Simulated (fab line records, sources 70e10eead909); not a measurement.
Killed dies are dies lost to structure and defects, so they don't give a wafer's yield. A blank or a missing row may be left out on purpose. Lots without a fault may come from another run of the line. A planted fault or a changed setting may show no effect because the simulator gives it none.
fab line records | flow nand_harc
record lots=6 wafers=18 last_day=23
route steps=1159 shown A_STAIRCASE@656 END@1159
lots that met no fault: from a run of the same line without faults
start_h: hours from the record's first day to the start of the lot's first wafer shown | wait_h: hours since the lot's step before | " the same as in the row above | L1.1+2: a row that stands for several wafers | - no value, or no start given | * or withheld: withheld | < > ~ a bound
route shown NAME@n: a module of which the file shows steps, and the number in the route of the first | usual: mean/standard deviation of fault-free wafers | same: alike in all rows | chamber/n: place in a boat | sites: the reading at each site | _std_site: their standard deviation | _edge_site: outer sites' mean less inner sites' | radius_mm: how far each site lies from the wafer's centre | mask NAME#n: copy n | behind: the tool/chamber that last shaped the wafer | hold: why the lot was held/for how many hours/how that ended | device: the transistor (n, p or np) that didn't switch | end of line: the same wafers' tests at the end of the route | a step without rows: its recipe alone | killed: dies lost to structure and defects at the first sort, not the wafer's yield | map: a wafer's dies, x killed, . not, _ none there
set.NAME: the setting as run; set.NAME@STEP: as run at that earlier step | model.NAME: the simulator's own value behind a step, which no gauge read
lots at some steps of the route; a table a step, a row a wafer
services: from which hour (start_h, from the record's first day; less than 0 if before it) a tool's chamber was out of use, for how many hours, and why
## steps
# step NHARC_A_STAIRCASE_COAT_283
# recipe spin_rpm=1200
# step NHARC_A_STAIRCASE_SOFTBAKE_284
# recipe temp_c=135 time_s=170
# step NHARC_A_STAIRCASE_EBR_285
# step NHARC_A_STAIRCASE_EXPOSE_286
# recipe na=0.5 dose_mj=25.01 mask_id=CHOP_100
# step NHARC_A_STAIRCASE_PEB_287
# recipe peb_temp_c=115 peb_time_s=130
# step NHARC_A_STAIRCASE_DEVELOP_288
# recipe time_s=140
# step NHARC_A_STAIRCASE_HARDBAKE_290
# recipe temp_c=120 time_s=140
# step NHARC_A_STAIRCASE_DESCUM_291
# recipe time_s=3 o2_flow_sccm=200 ar_flow_sccm=0 bias_power_w=0 chemistry=O2
# usual drypump_motor_current_A=5.7/0.31 oes_product_au=0.998/0.01 rf_vpp_V=57.9/0.79 showerhead_plenum_p_Torr=1.94/0.061 throttle_valve_pct=11.312/0.0083
# columns lot.wafer tool chamber start_h wait_h drypump_motor_current_A oes_product_au rf_hours_counter_h rf_vpp_V showerhead_plenum_p_Torr throttle_valve_pct
L785.3 rie_diel-04 1 271.15 - 5.7 1.009 60 58.5 1.97 11.299
L785.5 " 2 " " 6.2 0.995 - 56.4 1.93 11.316
L785.6 " 3 " " 5.8 0.989 - 57.3 1.90 11.311
L788.2 rie_diel-04 3 282.18 - 5.7 1.006 56 57.6 1.90 11.308
L788.1 " 1 " " 5.6 1.025 64 58.1 1.97 11.307
L788.6 " 0 " " 5.6 1.007 - 57.9 1.94 11.301
L791.1 rie_diel-08 3 292.36 - 6.2 1.000 56 57.7 1.99 11.313
L791.5 " 2 " " 5.5 0.993 - 58.6 2.02 11.307
L791.6 " 3 " " 6.1 0.989 - 60.3 1.99 11.310
L798.2 rie_diel-08 1 336.45 - 5.7 1.007 12 58.4 2.02 11.300
L798.4 " 2 " " 5.5 1.013 5 58.4 2.01 11.316
L798.1 " 3 " " 6.2 1.000 11 58.4 1.98 11.317
L796.2 rie_diel-08 2 339.44 - 5.5 0.995 6 57.6 2.01 11.315
L796.3 " 3 " " 6.2 1.009 12 57.8 1.98 11.322
L796.4 " 2 " " 5.5 1.006 - 58.2 2.01 11.323
L801.2 rie_diel-04 1 359.80 - 5.6 1.004 21 57.9 1.96 11.307
L801.5 " 0 " " 5.5 0.991 - 57.5 1.93 11.296
L801.6 " 1 " " 5.6 1.007 - 57.7 1.96 11.308
# step NHARC_A_STAIRCASE_ETCH_292
# recipe cf4_flow_sccm=100 chf3_flow_sccm=30 ar_flow_sccm=0 rf_w=500 bias_w=200 chemistry=CF4/CHF3
# step NHARC_A_STAIRCASE_HM_OPEN_460
# recipe o2_flow_sccm=400 cos_flow_sccm=20 ar_flow_sccm=0 rf_w=500 bias_w=300 chemistry=O2/COS
# usual drypump_motor_current_A=5.7/0.3 oes_product_au=0.999/0.01 rf_vpp_V=468.5/2.2 showerhead_plenum_p_Torr=3.19/0.094 throttle_valve_pct=28.331/0.0098
# columns lot.wafer tool chamber start_h wait_h drypump_motor_current_A oes_product_au rf_hours_counter_h rf_vpp_V showerhead_plenum_p_Torr throttle_valve_pct
L785.3 rie_diel-04 1 - - 5.6 1.005 60 470.7 3.21 28.333
L785.6 " 1 " " 5.6 1.020 - 469.0 3.21 28.342
L785.5 " 2 " " 6.2 0.987 - 466.9 3.14 28.328
L788.1 rie_diel-04 0 - - 5.6 1.004 60 468.8 3.16 28.354
L788.2 " 2 " " 6.2 0.989 61 467.5 3.14 28.329
L788.6 " 1 " " 5.7 1.003 - 468.4 3.21 28.340
L791.1 rie_diel-08 1 - - 5.7 1.006 52 471.6 3.29 28.329
L791.5 " 1 " " 5.7 1.014 - 468.5 3.29 28.330
L791.6 " 2 " " 5.5 0.997 - 471.0 3.28 28.321
L798.1 rie_diel-08 2 - - 5.5 1.001 5 471.3 3.27 28.313
L798.2 " 3 " " 6.2 1.001 11 468.8 3.23 28.338
L798.4 " 1 " " 5.7 1.002 12 471.7 3.29 28.326
L796.3 rie_diel-08 0 - - 5.2 1.021 13 465.2 3.06 28.328
L796.2 " 3 " " 6.2 0.999 12 468.6 3.23 28.332
L796.4 " 0 " " 5.2 1.012 - 465.5 3.06 28.337
L801.2 rie_diel-04 0 - - 5.6 0.987 23 466.3 3.15 28.318
L801.6 " 3 " " 5.8 1.005 - 466.1 3.09 28.342
L801.5 " 0 " " 5.6 0.991 - 467.2 3.15 28.336
# step NHARC_A_STAIRCASE_STRIP_461
# recipe o2_flow_sccm=400 cos_flow_sccm=20 ar_flow_sccm=0 bias_w=0 chemistry=O2/COS
# step NHARC_A_STAIRCASE_ETCH_452
# recipe target_depth_a=300 overetch_a=30 time_s=16.5 ion_energy_ev=100 cf4_flow_sccm=80 o2_flow_sccm=20 ar_flow_sccm=0 rf_w=300 bias_w=100 chemistry=CF4/O2
# usual drypump_motor_current_A=5.7/0.3 oes_product_au=0.999/0.0098 rf_vpp_V=198.3/1.2 showerhead_plenum_p_Torr=1.36/0.042 throttle_valve_pct=13.397/0.0089
# columns lot.wafer tool chamber start_h wait_h drypump_motor_current_A oes_product_au rf_hours_counter_h rf_vpp_V showerhead_plenum_p_Torr throttle_valve_pct
L785.3 rie_diel-04 3 271.67 - 5.8 1.002 52 196.9 1.33 13.410
L785.5 " 0 " " 5.5 1.009 - 198.1 1.35 13.407
L785.6 " 1 " " 5.6 0.997 - 196.8 1.38 13.403
L788.2 rie_diel-04 0 282.97 - 5.6 0.998 60 198.4 1.35 13.388
L788.1 " 2 " " 6.2 1.009 62 198.2 1.34 13.391
L788.6 " 3 " " 5.7 1.008 - 197.9 1.33 13.397
L791.1 rie_diel-08 3 293.23 - 6.2 0.997 57 199.2 1.38 13.394
L791.6 " 0 " " 5.2 1.020 - 197.5 1.31 13.405
L791.5 " 1 " " 5.7 1.008 - 199.1 1.41 13.402
L798.4 rie_diel-08 0 337.05 - 5.2 1.007 13 197.3 1.31 13.392
L798.2 " 1 " " 5.7 1.003 13 200.1 1.41 13.379
L798.1 " 3 " " 6.2 0.996 11 198.6 1.38 13.414
L796.3 rie_diel-08 0 340.16 - 5.2 1.020 13 197.2 1.31 13.389
L796.2 " 2 " " 5.5 0.987 7 200.1 1.40 13.416
L796.4 " 0 " " 5.2 1.006 - 198.3 1.31 13.405
L801.2 rie_diel-04 0 360.65 - 5.5 0.986 24 199.2 1.35 13.411
L801.5 " 1 " " 5.6 0.995 - 199.3 1.37 13.399
L801.6 " 2 " " 6.2 0.996 - 198.0 1.34 13.405
# step NHARC_A_STAIRCASE_ETCH_294
# recipe target_depth_a=49920 time_s=1212.4 ion_energy_ev=800 c4f8_flow_sccm=80 o2_flow_sccm=60 ar_flow_sccm=withheld rf_w=600 bias_w=3000 chemistry=C4F8/O2/Ar
# step NHARC_A_STAIRCASE_STRIP_295
# recipe o2_flow_sccm=500 ar_flow_sccm=0 bias_w=0 chemistry=O2
# step NHARC_A_STAIRCASE_STRIP_296
# recipe time_s=900 temp_c=130 chemistry=SPM
# step NHARC_A_STAIRCASE_PRECLEAN_297
# recipe time_s=* temp_c=50 bath_age_min=0 chemistry=SC1
# step NHARC_A_STAIRCASE_SRD_298
# step NHARC_A_STAIRCASE_HM_DEP_462
# recipe target_thk_a=8000 temp_c=400 material=aC
# step NHARC_A_STAIRCASE_DEP_301
# recipe target_thk_a=300 target_thk_nm=30 temp_c=400 pressure_torr=3.5 flow_sccm=200 rf_w=350 material=SiON
# usual heater_power_w=763/61
# columns lot.wafer tool chamber start_h wait_h heater_power_w
L785.3 pecvd-01 1 275.38 1.0 836
L785.5 " 2 " " 756
L785.6 " 1 " " 846
L788.1 pecvd-01 1 287.95 1.6 803
L788.2 " 0 " " 685
L788.6 " 2 " " 804
L791.1 pecvd-04 1 296.86 1.6 816
L791.5 " 2 " " 708
L791.6 " 1 " " 799
L798.1 pecvd-04 1 342.35 1.6 801
L798.2 " 2 " " 685
L798.4 " 1 " " 797
L796.3 pecvd-04 2 345.72 0.9 764
L796.2 " 0 " " 845
L796.4 " 0 " " 810
L801.2 pecvd-04 1 366.19 1.3 861
L801.6 " 2 " " 705
L801.5 " 0 " " 744
# step NHARC_A_STAIRCASE_DEHYDRATE_302
# recipe temp_c=150 time_s=120
# step NHARC_A_STAIRCASE_HMDS_303
# recipe time_s=30
# step NHARC_A_STAIRCASE_COAT_304
# recipe spin_rpm=1200
# step NHARC_A_STAIRCASE_SOFTBAKE_305
# recipe temp_c=135 time_s=170
# step NHARC_A_STAIRCASE_EBR_306
# step NHARC_A_STAIRCASE_EXPOSE_307
# recipe na=0.5 dose_mj=45.72 mask_id=CHOP_50
# step NHARC_A_STAIRCASE_PEB_308
# recipe peb_temp_c=115 peb_time_s=130
# step NHARC_A_STAIRCASE_DEVELOP_309
# recipe time_s=140
# step NHARC_A_STAIRCASE_HARDBAKE_311
# recipe temp_c=120 time_s=140
# step NHARC_A_STAIRCASE_DESCUM_312
# recipe time_s=3 o2_flow_sccm=200 ar_flow_sccm=0 bias_power_w=0 chemistry=O2
# step NHARC_A_STAIRCASE_ETCH_313
# recipe cf4_flow_sccm=100 chf3_flow_sccm=30 ar_flow_sccm=0 rf_w=500 bias_w=200 chemistry=CF4/CHF3
# step NHARC_A_STAIRCASE_HM_OPEN_463
# recipe o2_flow_sccm=400 cos_flow_sccm=20 ar_flow_sccm=0 rf_w=500 bias_w=300 chemistry=O2/COS
# step NHARC_A_STAIRCASE_STRIP_464
# recipe o2_flow_sccm=400 cos_flow_sccm=20 ar_flow_sccm=0 bias_w=0 chemistry=O2/COS
# step NHARC_A_STAIRCASE_ETCH_453
# recipe target_depth_a=300 overetch_a=30 time_s=16.5 ion_energy_ev=100 cf4_flow_sccm=80 o2_flow_sccm=20 ar_flow_sccm=0 rf_w=300 bias_w=100 chemistry=CF4/O2
# step NHARC_A_STAIRCASE_ETCH_315
# recipe target_depth_a=25000 time_s=607.1 ion_energy_ev=800 c4f8_flow_sccm=80 o2_flow_sccm=60 ar_flow_sccm=withheld rf_w=600 bias_w=3000 chemistry=C4F8/O2/Ar
# usual oes_product_au=0.932/0.011 rf_vpp_V=1831/8.2
# columns lot.wafer tool chamber start_h wait_h oes_product_au rf_hours_counter_h rf_vpp_V
L785.3 rie_diel-08 2 - - 0.920 53 1840
L785.6 " 1 " " 0.926 - 1842
L785.5 " 2 " " 0.924 - 1840
L788.1 rie_diel-08 2 - - 0.931 56 1840
L788.2 " 3 " " 0.933 55 1836
L788.6 " 2 " " 0.945 - 1840
L791.1 rie_diel-12 3 - - 0.929 31 1840
L791.5 " 1 " " 0.924 - 1822
L791.6 " 2 " " 0.929 - 1844
L798.1 rie_diel-04 2 - - 0.917 14 1828
L798.2 " 3 " " 0.926 16 1823
L798.4 " 0 " " 0.911 17 1829
L796.3 rie_diel-12 1 - - 0.925 49 1819
L796.2 " 2 " " 0.920 50 1842
L796.4 " 3 " " 0.938 50 1840
L801.2 rie_diel-12 0 - - 0.936 53 1820
L801.6 " 1 " " 0.946 - 1820
L801.5 " 2 " " 0.938 - 1843
# step NHARC_A_STAIRCASE_STRIP_316
# recipe o2_flow_sccm=500 ar_flow_sccm=0 bias_w=0 chemistry=O2
# usual drypump_motor_current_A=5.68/0.29 oes_product_au=0.996/0.011 rf_vpp_V=57.8/0.91 showerhead_plenum_p_Torr=3.58/0.11 throttle_valve_pct=17.036/0.0087
# columns lot.wafer tool chamber start_h wait_h drypump_motor_current_A oes_product_au rf_hours_counter_h rf_vpp_V showerhead_plenum_p_Torr throttle_valve_pct
L785.3 rie_diel-08 2 - - 5.52 0.990 54 58.6 3.71 17.032
L785.6 " 2 " " 5.51 0.991 - 59.1 3.71 17.016
L785.5 " 3 " " 6.21 0.983 - 56.9 3.66 17.034
L788.2 rie_diel-08 2 - - 5.48 0.994 56 58.3 3.70 17.032
L788.1 " 3 " " 6.18 0.991 55 58.3 3.66 17.046
L788.6 " 3 " " 6.21 0.999 - 57.2 3.66 17.043
L791.1 rie_diel-12 0 - - 5.64 0.993 28 55.9 3.44 17.019
L791.6 " 0 " " 5.61 0.999 - 58.0 3.44 17.027
L791.5 " 1 " " 6.00 0.998 - 56.8 3.45 17.038
L798.4 rie_diel-04 1 - - 5.63 1.000 15 57.0 3.62 17.035
L798.2 " 3 " " 5.75 1.020 16 59.1 3.49 17.033
L798.1 " 0 " " 5.56 0.988 17 56.5 3.56 17.026
L796.4 rie_diel-12 2 - - 5.57 0.999 50 58.6 3.74 17.037
L796.3 " 3 " " 5.18 0.990 50 56.8 3.69 17.043
L796.2 " 1 " " 6.03 0.987 49 56.7 3.44 17.042
L801.2 rie_diel-12 1 - - 6.01 0.985 57 56.3 3.43 17.039
L801.6 " 1 " " 6.02 0.988 - 57.5 3.43 17.045
L801.5 " 2 " " 5.58 0.992 - 58.4 3.74 17.040
# step NHARC_A_STAIRCASE_STRIP_317
# recipe time_s=900 temp_c=130 chemistry=SPM
# step NHARC_A_STAIRCASE_PRECLEAN_318
# recipe time_s=* temp_c=50 bath_age_min=0 chemistry=SC1
# step NHARC_A_STAIRCASE_SRD_329
# step NHARC_END_SORT_01
# recipe temp_c=25
# usual killed_at_array=28/8.6 killed_at_other=0.7/1.2 killed_at_periphery=3.1/2.3 killed_dies=32/8.7 killed_open=3.2/1.7 killed_short=2.0/1.5
# same gross_dies=677
# columns lot.wafer tool chamber start_h wait_h killed_at_array killed_at_other killed_at_periphery killed_dies killed_open killed_short
L798.1 prober-02 0 507.28 2.5 124 0 3 127 1 1
L798.2 prober-02 0 508.08 2.8 84 1 2 87 2 4
L798.4 prober-02 0 509.67 3.4 120 0 0 120 3 2
L796.2 prober-02 0 530.84 2.8 128 0 2 130 3 3
L796.3 prober-02 0 531.64 3.1 124 0 5 129 2 1
L796.4 prober-02 0 532.44 3.4 135 1 2 138 7 4
# killed by level:class
L798.1 A_STAIRCASE:unspecified=94 A_CHANNEL_HOLE_D1:chamber_film_flake=22 A_CONTACT:chamber_film_flake=3 P_CONTACT:chamber_film_flake=2 A_WL_FILL:chamber_film_flake=2 A_ONON_D1:geometric_particle:short=1 A_M0:geometric_particle:open=1 P_ZERO_WELL:chamber_film_flake=1
L798.2 A_STAIRCASE:unspecified=67 A_CHANNEL_HOLE_D1:chamber_film_flake=7 A_CONTACT:chamber_film_flake=4 P_M1:geometric_particle:short=1 A_ONON_D1:geometric_particle:open=1 A_CHANNEL_HOLE_D1:geometric_particle:short=1 A_WL_FILL:geometric_particle:short=1 A_CONTACT:geometric_particle:short=1
L798.4 A_STAIRCASE:unspecified=93 A_CHANNEL_HOLE_D1:chamber_film_flake=22 A_ONON_D1:geometric_particle:open=1 A_STAIRCASE:geometric_particle:open=1 A_SGD_CUT:geometric_particle:open=1 A_SGD_CUT:geometric_particle:short=1 A_M1:geometric_particle:short=1
L796.2 A_STAIRCASE:unspecified=91 A_SLIT:chamber_film_flake=17 A_CONTACT:chamber_film_flake=8 A_CHANNEL_HOLE_D1:chamber_film_flake=3 A_STAIRCASE:chamber_film_flake=3 P_M1:geometric_particle:short=1 A_ONON_D1:geometric_particle:open=1 A_CHANNEL_HOLE_D1:geometric_particle:open=1
L796.3 A_STAIRCASE:unspecified=95 A_SLIT:chamber_film_flake=16 A_CONTACT:chamber_film_flake=5 P_BONDPAD:chamber_film_flake=3 A_CHANNEL_HOLE_D1:chamber_film_flake=3 P_M1:geometric_particle:open=1 A_CONTACT:geometric_particle:short=1 A_M0:geometric_particle:open=1
L796.4 A_STAIRCASE:unspecified=98 A_SLIT:chamber_film_flake=16 A_CHANNEL_HOLE_D1:chamber_film_flake=6 A_CONTACT:chamber_film_flake=5 A_WL_FILL:geometric_particle:open=3 A_WL_FILL:chamber_film_flake=2 P_CONTACT:geometric_particle:open=1 P_M0:geometric_particle:open=1
# map L796.4 (x killed, . not)
____________x____________
_________......._________
_______..........._______
______xx...........______
_____...x..........._____
____.xx.xx.x.........____
____.xxxxx.x.........____
___xxxxxxxxxx......x..___
___.xxxxxxxx..........___
__..xxxxxxxxx..........__
__x.xxxxxxxxx..........__
_..xxxxxxxxxxx.........._
_..x.xxxxxxxx..........._
_...xxxxxxxx............_
_...xxxxxxxx............_
_....x.xxxxx........x..._
.....x.x.x..x......x.x...
.....x..xxx.......xxx....
.....x.x..........xx.x.x.
............x...x........
..............x.x..x.x.x.
_................x.x.x.._
_......................._
_.................x....._
_............x.........._
_..........x.x....x....._
__.....................__
__..........x..........__
___.......xx..x.......___
___...................___
____.........x.......____
____.................____
_____..............._____
______...x.........______
_______.....x....._______
_________......._________
____________x____________
# map L798.1 (x killed, . not)
____________.____________
_________......._________
_______x.........._______
______.....x.......______
_____.....xx..x....._____
____.........x.......____
____.......xx........____
___.....xxxxx.........___
___...x...xxx.........___
__...x.....x...........__
__......x.xx......x.x..__
_.......x.x.xx.xxxxxx..x_
_.......x.....xxxxxxxx.._
_..............xxxxxxx.._
_.........x...xxxxxxxxx._
_..............xxxxxxx.._
.............xxxxxxxx....
.............xxxxxxxxxx..
.............xxxxxxxxxx..
..............xxxxxxxxx..
...............xxxxxx....
_...............xxxxx..._
_...............xxxxx..._
_..............x.x......_
_......................._
_......................._
__.....................__
__.....................__
___.............x..x..___
___...................___
____.x...............____
____..........x......____
_____..............._____
______.............______
_______..........._______
_________......._________
____________.____________
## services
# columns tool chamber start_h hours kind
rie_diel-08 0 256.83 - clean
rie_diel-08 1 256.83 - clean
rie_diel-08 2 256.83 - clean
rie_diel-08 3 256.83 - clean
rie_diel-08 0 281.39 - clean
rie_diel-08 1 281.39 - clean
rie_diel-08 2 281.39 - clean
rie_diel-08 3 281.39 - clean
pecvd-04 - 281.95 1.7 repair
rie_diel-04 - 288.92 9.0 pm
rie_diel-08 0 301.86 9.0 vent_cycle
rie_diel-08 2 301.86 9.0 vent_cycle
rie_diel-08 3 301.86 9.0 vent_cycle
pecvd-04 - 303.95 0.9 repair
pecvd-04 2 308.11 5.9 repair
rie_diel-08 0 310.86 - clean
rie_diel-08 1 310.86 - clean
rie_diel-08 2 310.86 - clean
rie_diel-08 3 310.86 - clean
rie_diel-08 - 312.16 1.9 repair
pecvd-04 1 327.35 8.2 repair
rie_diel-08 0 335.40 - clean
rie_diel-08 1 335.40 - clean
rie_diel-08 1 338.56 8.3 repair
## key
first_sign step=NHARC_END_SORT_01 reading=killed_at_array direction=up sigmas=11 usual=28 struck=119
effect step=NHARC_END_SORT_01 reading=killed_dies direction=up sigmas=10 usual=32 struck=122
more_kills_born_at NHARC_A_STAIRCASE_ETCH_452@rie_diel-08=536
met_at NHARC_A_STAIRCASE_ETCH_452
struck_wafers L796.2,L796.3,L796.4,L798.1,L798.2,L798.4
tester_left_out L796,L798
onset_between 293.23 337.05
also_fits NHARC_A_STAIRCASE_DESCUM_291:rie_diel-08,NHARC_A_STAIRCASE_HM_OPEN_460:rie_diel-08
fault kind=chamber_particle_source tool=rie_diel-08 chamber=- onset_h=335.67 steps=NHARC_A_STAIRCASE_ETCH_452 rate_per_visit_cm2=1.1783 end_h=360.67
# tester_left_out: of these lots the tester's yield and bins aren't shown, on N5 and GAA mostly nor the transistor test; their killed dies are dies lost to structure and defects alone, not to doping, threshold or leakage, so they don't give the yield
